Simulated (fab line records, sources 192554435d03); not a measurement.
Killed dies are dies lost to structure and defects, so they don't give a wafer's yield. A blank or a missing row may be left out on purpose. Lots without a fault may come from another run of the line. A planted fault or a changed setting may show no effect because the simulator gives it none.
Which tool did it? | flow n5_finfet | 9 lots, 27 wafers sampled, at 1 step of a route of 1938

WHAT THE GAUGES READ, wafer by wafer
N5_BEOL_M4_RC_MEAS_101. Usual: DIBL_N 35.8 mV/V, standard deviation 1.7; DIBL_P 35.3 mV/V, standard deviation 2; IOFF_N 0.150 nA/um, standard deviation 0.026; IOFF_P 0.194 nA/um, standard deviation 0.029; ION_N 667 uA/um, standard deviation 11; ION_P 456 uA/um, standard deviation 7.1; SS_N 71.4 mV/dec, standard deviation 0.65; SS_P 73.1 mV/dec, standard deviation 0.64; VT_N 251 mV, standard deviation 3; VT_P -252 mV, standard deviation 3.2.
lot  | measured     | on        | DIBL_N (mV/V)  | DIBL_P (mV/V)  | IOFF_N (nA/um)    | IOFF_P (nA/um)    | ION_N (uA/um) | ION_P (uA/um) | SS_N (mV/dec)  | SS_P (mV/dec)  | VT_N (mV)   | VT_P (mV)      | flag
L949 | day 10 23:08 | prober-02 | 36.3 35.5 35.1 | 39.2 38.0 37.0 | 0.181 0.148 0.158 | 0.208 0.189 0.186 | 679 659 675   | 459 453 458   | 71.7 72.0 71.8 | 73.6 73.9 72.7 | 248 249 252 | -252 -253 -253 |
L950 | day 11 04:16 | prober-02 | 36.4 37.6 34.9 | 35.5 37.3 33.0 | 0.157 0.187 0.123 | 0.188 0.220 0.159 | 673 688 658   | 457 463 450   | 71.0 71.5 70.8 | 72.8 73.7 73.2 | 251 246 256 | -249 -249 -253 |
L952 | day 11 20:26 | prober-02 | 34.8 35.6 34.6 | 34.4 35.2 33.4 | 0.118 0.126 0.110 | 0.165 0.167 0.152 | 659 649 638   | 450 448 445   | 70.4 71.1 70.9 | 72.9 72.2 72.4 | 254 254 257 | -255 -256 -259 |
L958 | day 13 19:43 | prober-02 | 36.6 35.7 35.0 | 34.3 35.7 32.6 | 0.161 0.151 0.134 | 0.192 0.210 0.162 | 668 677 659   | 456 458 449   | 72.1 72.2 71.6 | 74.2 73.4 72.8 | 251 249 253 | -252 -251 -255 |
L962 | day 14 01:35 | prober-01 | 34.5 34.4 36.1 | 34.0 32.9 35.3 | 0.121 0.116 0.143 | 0.179 0.167 0.204 | 650 656 668   | 454 451 455   | 71.1 70.8 71.9 | 73.7 72.8 72.8 | 254 255 253 | -250 -255 -251 |
L961 | day 14 01:52 | prober-02 | 36.2 37.0 35.2 | 37.5 36.5 35.8 | 0.165 0.162 0.137 | 0.234 0.206 0.201 | 667 678 659   | 458 464 459   | 71.4 71.6 71.2 | 74.2 73.9 73.3 | 244 249 250 | -247 -249 -250 |
L966 | day 15 02:43 | prober-01 | 33.6 33.7 33.3 | 33.6 32.3 32.0 | 0.139 0.123 0.122 | 0.173 0.147 0.149 | 664 652 652   | 454 452 445   | 70.7 70.9 70.9 | 72.6 71.9 72.5 | 250 254 251 | -253 -257 -256 |
L968 | day 15 11:44 | prober-02 | 37.6 36.5 36.8 | 35.2 35.3 36.0 | 0.177 0.159 0.167 | 0.217 0.212 0.225 | 680 669 679   | 463 461 464   | 71.3 70.4 71.2 | 73.9 72.7 73.7 | 248 250 250 | -248 -250 -252 |
L969 | day 15 13:35 | prober-02 | 36.4 32.1 38.1 | 37.8 30.6 38.0 | 0.167 0.103 0.195 | 0.192 0.114 0.186 | 676 649 674   | 457 443 452   | 71.4 70.6 72.7 | 73.8 71.6 73.5 | 247 255 247 | -252 -260 -255 |

WHICH TOOL RAN EACH LOT (tool, then ch and the chambers of the sampled wafers, then the start)
The record holds no process step before these readings.

WHAT THE TOOLS THEMSELVES READ (means of the sampled wafers that have a number; where no wafer has one, the mark that the record gives instead)
The record holds no such reading with a usual standard deviation.

THE ANSWER, worked out from the rows above alone
Rule: a lot is off if the mean of its wafers that have a number lies more than 3 standard deviations from the usual mean. A lot without any number at a reading at which 4 lots or more have one is off too. The other lots that the step has rows for count as sound. The gauges are gone through in route order, then the tools' own readings, and for those a lot's mean is taken as printed above. The first step at which some lot is off is used, and at that step the reading that is off furthest; a lot without a number counts as furthest.
No lot is off at any reading shown: from this, nothing can be told.

WHAT THE SIMULATOR HAD PUT IN
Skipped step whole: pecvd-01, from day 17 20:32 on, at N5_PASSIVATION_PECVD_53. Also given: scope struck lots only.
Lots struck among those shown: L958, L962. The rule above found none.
